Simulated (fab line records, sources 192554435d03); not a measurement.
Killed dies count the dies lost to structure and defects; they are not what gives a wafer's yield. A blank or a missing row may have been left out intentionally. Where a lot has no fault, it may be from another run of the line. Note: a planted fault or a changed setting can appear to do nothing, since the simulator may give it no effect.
The tool behind it: which one? | flow n5 finfet | 24 lots, 72 wafers sampled, at 6 steps of a route of 1938

WHAT EACH GAUGE READ, for each wafer
N5_STI_FIN_REVEAL_INSPECT_13: inspects for defects (darkfield). Usual: raw defect count 12, standard deviation 5.3.
lot  | measured    | on                | raw defect count | flag
L074 | day 2 13:29 | defect inspect-01 | 5 7 4            |
L075 | day 2 20:18 | defect inspect-02 | 25 17 14         |
L076 | day 3 01:00 | defect inspect-01 | 5 16 9           |
L077 | day 3 06:57 | defect inspect-02 | 20 11 14         |
L078 | day 3 12:39 | defect inspect-01 | 19 10 16         |
L079 | day 3 18:31 | defect inspect-01 | 18 8 12          |
L080 | day 4 02:55 | defect inspect-02 | 9 12 11          |
L081 | day 4 11:04 | defect inspect-02 | 14 19 12         |
L082 | day 4 17:08 | defect inspect-02 | 9 8 15           |
L083 | day 4 20:25 | defect inspect-02 | 12 10 7          |
L084 | day 5 02:11 | defect inspect-02 | 12 15 11         |
L085 | day 5 09:31 | defect inspect-01 | 6 13 10          |
L086 | day 5 14:35 | defect inspect-01 | 14 14 6          |
L087 | day 5 19:29 | defect inspect-01 | 7 3 8            |
L088 | day 6 01:01 | defect inspect-01 | 16 7 14          |
L089 | day 6 07:56 | defect inspect-02 | 10 9 16          |
L090 | day 6 14:14 | defect inspect-01 | 19 10 9          |
L091 | day 6 19:21 | defect inspect-01 | 8 10 4           |
L092 | day 7 02:47 | defect inspect-02 | 10 6 15          |
L093 | day 7 07:32 | defect inspect-01 | 23 19 12         |
L094 | day 7 15:01 | defect inspect-01 | 16 7 4           |
L095 | day 7 19:52 | defect inspect-02 | 19 20 12         |
L096 | day 8 01:18 | defect inspect-01 | 25 27 8          |
L097 | day 8 06:59 | defect inspect-02 | 17 11 8          |

N5_SD_EPI_N_INSPECT_11: inspects for defects (macro). Usual: raw defect count 2.1, standard deviation 1.4.
lot  | measured    | on                | raw defect count | flag
L074 | day 3 00:31 | defect inspect-01 | 1 1 2            |
L075 | day 3 07:28 | defect inspect-02 | 1 3 1            |
L076 | day 3 11:59 | defect inspect-01 | 4 6 1            |
L077 | day 3 20:43 | defect inspect-01 | 2 4 1            |
L078 | day 4 01:53 | defect inspect-02 | 1 2 5            |
L079 | day 4 10:17 | defect inspect-01 | 1 2 2            |
L080 | day 4 17:40 | defect inspect-01 | 4 3 1            |
L081 | day 4 23:01 | defect inspect-01 | 1 2 5            |
L082 | day 5 06:12 | defect inspect-02 | 2 0 1            |
L083 | day 5 08:47 | defect inspect-01 | 1 1 1            |
L084 | day 5 14:53 | defect inspect-02 | 3 1 1            |
L085 | day 5 21:39 | defect inspect-02 | 2 2 1            |
L086 | day 6 01:28 | defect inspect-02 | 4 0 2            |
L087 | day 6 06:28 | defect inspect-01 | 6 3 2            |
L088 | day 6 12:08 | defect inspect-01 | 0 1 2            |
L089 | day 6 19:20 | defect inspect-02 | 1 1 3            |
L090 | day 7 01:11 | defect inspect-02 | 2 1 1            |
L091 | day 7 06:37 | defect inspect-02 | 5 1 5            |
L092 | day 7 14:09 | defect inspect-01 | 4 3 4            |
L093 | day 7 22:18 | defect inspect-01 | 1 0 4            |
L094 | day 8 09:11 | defect inspect-02 | 0 2 1            |
L095 | day 8 16:02 | defect inspect-01 | 1 1 2            |
L096 | day 8 19:32 | defect inspect-01 | 1 2 3            |
L097 | day 8 23:38 | defect inspect-01 | 3 2 4            |

TOOL THAT RAN EACH LOT (tool first, then ch and the chambers of the sampled wafers, then the start)
lot  | N5_DUMMY_GATE_CMP_04         | N5_DUMMY_GATE_DESCUM_20           | N5_DUMMY_GATE_ETCH_36             | N5_SPACER0_ALD_08
L074 | cmp-01 ch 1,3, day 2 17:25   | rie diel-02 ch 0,1,3, day 2 22:13 | rie diel-02 ch 0,1,3, day 2 22:19 | ald sin-01 ch 0,1,3, day 3 00:02
L075 | cmp-01 ch 0,2, day 3 00:15   | rie diel-04 ch 0,1,2, day 3 05:03 | rie diel-04 ch 0,1,2, day 3 05:10 | ald sin-04 ch 2,3, day 3 06:59
L076 | cmp-02 ch 0,1,2, day 3 04:56 | rie diel-04 ch 0,2,3, day 3 09:46 | rie diel-04 ch 0,2,3, day 3 09:52 | ald sin-04 ch 2,3, day 3 11:21
L077 | cmp-04 ch 0,2,3, day 3 10:59 | rie diel-02 ch 1,2,3, day 3 18:12 | rie diel-02 ch 1,2,3, day 3 18:19 | ald sin-04 ch 1,2,3, day 3 20:06
L078 | cmp-04 ch 1,2,3, day 3 16:53 | rie diel-04 ch 0,1,3, day 3 23:39 | rie diel-04 ch 0,1,3, day 3 23:45 | ald sin-03 ch 0,2,3, day 4 01:16
L079 | cmp-04 ch 0,1,3, day 4 02:50 | rie diel-03 ch 1,2, day 4 07:50   | rie diel-03 ch 1,2, day 4 07:56   | ald sin-03 ch 1,2, day 4 09:40
L080 | cmp-02 ch 0,3, day 4 10:42   | rie diel-03 ch 1,2,3, day 4 15:20 | rie diel-03 ch 1,2,3, day 4 15:26 | ald sin-03 ch 0,1, day 4 17:03
L081 | cmp-02 ch 0,2,3, day 4 15:10 | rie diel-04 ch 1,2, day 4 19:53   | rie diel-04 ch 1,2, day 4 19:59   | ald sin-01 ch 1,3, day 4 22:24
L082 | cmp-02 ch 1,2,3, day 4 22:55 | rie diel-02 ch 0,2,3, day 5 03:49 | rie diel-02 ch 0,2,3, day 5 03:55 | ald sin-03 ch 0,2,3, day 5 05:35
L083 | cmp-02 ch 0,3, day 5 01:46   | rie diel-04 ch 0,2, day 5 06:34   | rie diel-04 ch 0,2, day 5 06:40   | ald sin-01 ch 0,1,3, day 5 08:10
L084 | cmp-02 ch 1,2,3, day 5 06:54 | rie diel-02 ch 0,2,3, day 5 11:38 | rie diel-02 ch 0,2,3, day 5 11:44 | ald sin-01 ch 2,3, day 5 14:17
L085 | cmp-04 ch 0,3, day 5 14:14   | rie diel-02 ch 1,2,3, day 5 19:01 | rie diel-02 ch 1,2,3, day 5 19:08 | ald sin-04 ch 0,2,3, day 5 21:02
L086 | cmp-04 ch 2,3, day 5 18:32   | rie diel-04 ch 1,3, day 5 23:14   | rie diel-04 ch 1,3, day 5 23:20   | ald sin-01 ch 1,2, day 6 00:50
L087 | cmp-04 ch 0,1, day 5 23:26   | rie diel-03 ch 0,2,3, day 6 04:05 | rie diel-03 ch 0,2,3, day 6 04:11 | ald sin-04 ch 0,1, day 6 05:50
L088 | cmp-01 ch 0,1,2, day 6 04:57 | rie diel-03 ch 0,2,3, day 6 09:44 | rie diel-03 ch 0,2,3, day 6 09:50 | ald sin-04 ch 0,1,3, day 6 11:32
L089 | cmp-02 ch 0,1, day 6 11:54   | rie diel-04 ch 1,2,3, day 6 16:40 | rie diel-04 ch 1,2,3, day 6 16:47 | ald sin-01 ch 0,3, day 6 18:44
L090 | cmp-04 ch 0,1,3, day 6 18:11 | rie diel-04 ch 0,1,3, day 6 22:59 | rie diel-04 ch 0,1,3, day 6 23:05 | ald sin-04 ch 0,1,3, day 7 00:35
L091 | cmp-01 ch 0,1,2, day 6 23:17 | rie diel-02 ch 0,3, day 7 04:04   | rie diel-02 ch 0,3, day 7 04:10   | ald sin-03 ch 0,2, day 7 06:01
L092 | cmp-04 ch 2,3, day 7 07:11   | rie diel-03 ch 1,3, day 7 11:52   | rie diel-03 ch 1,3, day 7 11:58   | ald sin-03 ch 0,1,3, day 7 13:32
L093 | cmp-01 ch 1,2,3, day 7 15:08 | rie diel-04 ch 0,1,3, day 7 19:52 | rie diel-04 ch 0,1,3, day 7 19:58 | ald sin-04 ch 1,2, day 7 21:41
L094 | cmp-04 ch 1,2, day 7 23:02   | rie diel-03 ch 0,2, day 8 06:59   | rie diel-03 ch 0,2, day 8 07:05   | ald sin-03 ch 2,3, day 8 08:35
L095 | cmp-02 ch 0,1, day 8 02:41   | rie diel-03 ch 1,2,3, day 8 13:10 | rie diel-03 ch 1,2,3, day 8 13:16 | ald sin-04 ch 0,2, day 8 15:26
L096 | cmp-04 ch 1,2,3, day 8 08:48 | rie diel-02 ch 0,1, day 8 17:02   | rie diel-02 ch 0,1, day 8 17:08   | ald sin-01 ch 0,2, day 8 19:03
L097 | cmp-04 ch 1,2, day 8 16:31   | rie diel-03 ch 0,2,3, day 8 21:20 | rie diel-03 ch 0,2,3, day 8 21:26 | ald sin-01 ch 0,1,3, day 8 23:10
- N5_DUMMY_GATE_CMP_04: polishes a-Si.
- N5_DUMMY_GATE_DESCUM_20: chemistry O2, time 6.2 s.
- N5_DUMMY_GATE_ETCH_36: etches SiARC in CF4, target depth 13 nm.
- N5_SPACER0_ALD_08: deposits SiNx, target thk 2 nm.

AS READ BY THE TOOLS THEMSELVES (means over the sampled wafers that have a number; for cases with no such wafer, the mark the record gives instead)
N5_DUMMY_GATE_CMP_04. Usual: edge zone pressure frac 0.999, standard deviation 0.0045; motor current A 9.7 A, standard deviation 0.93; slurry filter dp kPa 13.50 kPa, standard deviation 0.13; time to endpoint s 15.2 s, standard deviation 3.
lot  | tool   | edge zone pressure frac | motor current A (A) | slurry filter dp kPa (kPa) | time to endpoint s (s) | flag
L074 | cmp-01 | 1.000                   | 10.0                | 13.58                      | 11.3                   |
L075 | cmp-01 | 1.004                   | 9.0                 | 13.50                      | 15.8                   |
L076 | cmp-02 | 0.997                   | 9.9                 | 13.43                      | 15.8                   |
L077 | cmp-04 | 0.999                   | 9.9                 | 13.42                      | 14.4                   |
L078 | cmp-04 | 0.999                   | 10.1                | 13.45                      | 14.0                   |
L079 | cmp-04 | 0.996                   | 9.7                 | 13.52                      | 11.1                   |
L080 | cmp-02 | 0.999                   | 8.8                 | 13.44                      | 14.7                   |
L081 | cmp-02 | 0.995                   | 8.9                 | 13.49                      | 16.6                   |
L082 | cmp-02 | 1.003                   | 9.6                 | 13.62                      | 16.5                   |
L083 | cmp-02 | 0.998                   | 8.4                 | 13.51                      | 18.0                   |
L084 | cmp-02 | 1.000                   | 9.6                 | 13.69                      | 15.4                   |
L085 | cmp-04 | 1.001                   | 9.9                 | 13.39                      | 17.0                   |
L086 | cmp-04 | 1.000                   | 10.2                | 13.57                      | 18.8                   |
L087 | cmp-04 | 1.001                   | 10.2                | 13.48                      | 12.2                   |
L088 | cmp-01 | 0.997                   | 9.0                 | 13.46                      | 13.5                   |
L089 | cmp-02 | 0.998                   | 10.1                | 13.47                      | 19.4                   |
L090 | cmp-04 | 1.005                   | 9.9                 | 13.51                      | 13.5                   |
L091 | cmp-01 | 1.003                   | 9.2                 | 13.54                      | 15.5                   |
L092 | cmp-04 | 0.998                   | 10.0                | 13.47                      | 19.6                   |
L093 | cmp-01 | 0.999                   | 9.5                 | 13.38                      | 17.4                   |
L094 | cmp-04 | 0.998                   | 10.1                | 13.43                      | 10.7                   |
L095 | cmp-02 | 1.000                   | 10.3                | 13.37                      | 17.3                   |
L096 | cmp-04 | 1.001                   | 9.8                 | 13.54                      | 13.7                   |
L097 | cmp-04 | 1.004                   | 10.3                | 13.47                      | 14.0                   |

N5_DUMMY_GATE_DESCUM_20. Usual: bias power w 20.01 W, standard deviation 0.059; drypump motor current A 5.6 A, standard deviation 0.41; oes product au 0.78 a.u., standard deviation 0.083; rf vpp V 243.7 V, standard deviation 1.2; showerhead plenum p Torr 2.11 Torr, standard deviation 0.055; throttle valve pct 20.41 %, standard deviation 0.29.
lot  | tool        | bias power w (W) | drypump motor current A (A) | oes product au (a.u.) | rf vpp V (V) | showerhead plenum p Torr (Torr) | throttle valve pct (%) | flag
L074 | rie diel-02 | 20.00            | 5.7                         | 0.77                  | 241.9        | 2.06                            | 20.36                  |
L075 | rie diel-04 | 19.98            | 5.8                         | 0.79                  | 244.1        | 2.16                            | 20.57                  |
L076 | rie diel-04 | 19.95            | 5.6                         | 0.78                  | 245.8        | 2.18                            | 20.41                  |
L077 | rie diel-02 | 20.02            | 5.7                         | 0.73                  | 243.1        | 2.10                            | 20.30                  |
L078 | rie diel-04 | 20.03            | 5.6                         | 0.72                  | 244.2        | 2.15                            | 20.70                  |
L079 | rie diel-03 | 20.06            | 5.4                         | 0.82                  | 243.5        | 2.09                            | 20.20                  |
L080 | rie diel-03 | 20.02            | 5.5                         | 0.80                  | 244.3        | 2.09                            | 20.36                  |
L081 | rie diel-04 | 19.94            | 5.7                         | 0.76                  | 243.9        | 2.14                            | 20.74                  |
L082 | rie diel-02 | 19.98            | 5.3                         | 0.75                  | 243.5        | 2.08                            | 20.32                  |
L083 | rie diel-04 | 20.02            | 5.7                         | 0.81                  | 245.4        | 2.18                            | 20.30                  |
L084 | rie diel-02 | 20.04            | 5.3                         | 0.76                  | 243.5        | 2.08                            | 20.30                  |
L085 | rie diel-02 | 20.02            | 5.6                         | 0.71                  | 243.7        | 2.10                            | 20.32                  |
L086 | rie diel-04 | 20.02            | 5.4                         | 0.71                  | 243.1        | 2.15                            | 20.72                  |
L087 | rie diel-03 | 19.98            | 5.7                         | 0.77                  | 243.6        | 2.08                            | 20.28                  |
L088 | rie diel-03 | 19.99            | 5.7                         | 0.78                  | 243.6        | 2.08                            | 20.30                  |
L089 | rie diel-04 | 20.01            | 5.5                         | 0.74                  | 244.0        | 2.15                            | 20.59                  |
L090 | rie diel-04 | 20.04            | 5.7                         | 0.71                  | 244.9        | 2.14                            | 20.75                  |
L091 | rie diel-02 | 20.02            | 5.4                         | 0.77                  | 242.1        | 2.04                            | 20.39                  |
L092 | rie diel-03 | 20.00            | 5.3                         | 0.91                  | 243.2        | 2.06                            | 20.45                  |
L093 | rie diel-04 | 20.03            | 5.6                         | 0.70                  | 244.2        | 2.14                            | 20.75                  |
L094 | rie diel-03 | 20.00            | 5.6                         | 0.89                  | 243.6        | 2.08                            | 19.99                  |
L095 | rie diel-03 | 19.99            | 5.5                         | 0.86                  | 243.1        | 2.08                            | 20.31                  |
L096 | rie diel-02 | 19.94            | 5.8                         | 0.77                  | 242.6        | 2.04                            | 20.37                  |
L097 | rie diel-03 | 20.04            | 5.7                         | 0.86                  | 242.9        | 2.08                            | 20.15                  |

N5_DUMMY_GATE_ETCH_36. Usual: drypump motor current A 5.6 A, standard deviation 0.41; mfc ar sccm 100.0 sccm, standard deviation 0.33; oes product au 0.77 a.u., standard deviation 0.082; rf vpp V 184.4 V, standard deviation 1.2; showerhead plenum p Torr 2.17 Torr, standard deviation 0.061; throttle valve pct 15.66 %, standard deviation 0.23.
lot  | tool        | drypump motor current A (A) | mfc ar sccm (sccm) | oes product au (a.u.) | rf vpp V (V) | showerhead plenum p Torr (Torr) | throttle valve pct (%) | flag
L074 | rie diel-02 | 5.7                         | 100.3              | 0.77                  | 183.5        | 2.12                            | 15.59                  |
L075 | rie diel-04 | 5.8                         | 100.3              | 0.78                  | 185.6        | 2.22                            | 15.74                  |
L076 | rie diel-04 | 5.6                         | 100.2              | 0.78                  | 184.2        | 2.25                            | 15.69                  |
L077 | rie diel-02 | 5.7                         | 99.9               | 0.75                  | 184.3        | 2.17                            | 15.62                  |
L078 | rie diel-04 | 5.7                         | 99.8               | 0.71                  | 183.8        | 2.20                            | 15.85                  |
L079 | rie diel-03 | 5.4                         | 99.8               | 0.80                  | 183.7        | 2.17                            | 15.65                  |
L080 | rie diel-03 | 5.5                         | 100.0              | 0.79                  | 184.2        | 2.16                            | 15.75                  |
L081 | rie diel-04 | 5.7                         | 99.8               | 0.76                  | 184.3        | 2.18                            | 15.79                  |
L082 | rie diel-02 | 5.3                         | 99.9               | 0.76                  | 184.5        | 2.14                            | 15.56                  |
L083 | rie diel-04 | 5.7                         | 99.7               | 0.81                  | 185.0        | 2.25                            | 15.61                  |
L084 | rie diel-02 | 5.3                         | 100.2              | 0.75                  | 184.8        | 2.14                            | 15.56                  |
L085 | rie diel-02 | 5.7                         | 100.1              | 0.73                  | 184.0        | 2.16                            | 15.64                  |
L086 | rie diel-04 | 5.4                         | 99.9               | 0.71                  | 183.4        | 2.20                            | 15.84                  |
L087 | rie diel-03 | 5.7                         | 100.0              | 0.77                  | 183.9        | 2.15                            | 15.61                  |
L088 | rie diel-03 | 5.7                         | 100.2              | 0.77                  | 183.7        | 2.15                            | 15.62                  |
L089 | rie diel-04 | 5.5                         | 99.8               | 0.74                  | 184.6        | 2.21                            | 15.76                  |
L090 | rie diel-04 | 5.6                         | 100.1              | 0.69                  | 184.4        | 2.19                            | 15.90                  |
L091 | rie diel-02 | 5.4                         | 100.1              | 0.77                  | 184.0        | 2.09                            | 15.57                  |
L092 | rie diel-03 | 5.3                         | 100.0              | 0.91                  | 184.7        | 2.13                            | 15.68                  |
L093 | rie diel-04 | 5.7                         | 99.7               | 0.69                  | 184.1        | 2.19                            | 15.90                  |
L094 | rie diel-03 | 5.6                         | 99.8               | 0.88                  | 185.4        | 2.15                            | 15.36                  |
L095 | rie diel-03 | 5.5                         | 100.0              | 0.85                  | 183.7        | 2.15                            | 15.64                  |
L096 | rie diel-02 | 5.9                         | 100.3              | 0.78                  | 183.9        | 2.09                            | 15.48                  |
L097 | rie diel-03 | 5.7                         | 100.1              | 0.86                  | 184.0        | 2.14                            | 15.48                  |

N5_SPACER0_ALD_08. Usual: heater power w 822 W, standard deviation 74.
lot  | tool       | heater power w (W) | flag
L074 | ald sin-01 | 853                |
L075 | ald sin-04 | 734                |
L076 | ald sin-04 | 755                |
L077 | ald sin-04 | 787                |
L078 | ald sin-03 | 847                |
L079 | ald sin-03 | 885                |
L080 | ald sin-03 | 909                |
L081 | ald sin-01 | 909                |
L082 | ald sin-03 | 843                |
L083 | ald sin-01 | 861                |
L084 | ald sin-01 | 828                |
L085 | ald sin-04 | 734                |
L086 | ald sin-01 | 896                |
L087 | ald sin-04 | 754                |
L088 | ald sin-04 | 764                |
L089 | ald sin-01 | 830                |
L090 | ald sin-04 | 760                |
L091 | ald sin-03 | 892                |
L092 | ald sin-03 | 870                |
L093 | ald sin-04 | 798                |
L094 | ald sin-03 | 793                |
L095 | ald sin-04 | 726                |
L096 | ald sin-01 | 794                |
L097 | ald sin-01 | 863                |

THE ANSWER, worked out from the rows above alone
Rule: take the mean of a lot's wafers that have a number; if it is more than 3 standard deviations from the usual mean, the lot is off. A lot without any number at a reading at which 4 lots or more have one is off too. Any other lot the step has rows for is counted as sound. Order of review: gauges by route order, followed by the tools' own readings, for which a lot's mean as printed above is used. The first step at which some lot is off is used, and at that step the reading that is off furthest; a lot without a number counts as furthest.
Across all readings shown, no lot is off: no conclusion can be drawn from this.

WHAT THE SIMULATOR HAD INSERTED
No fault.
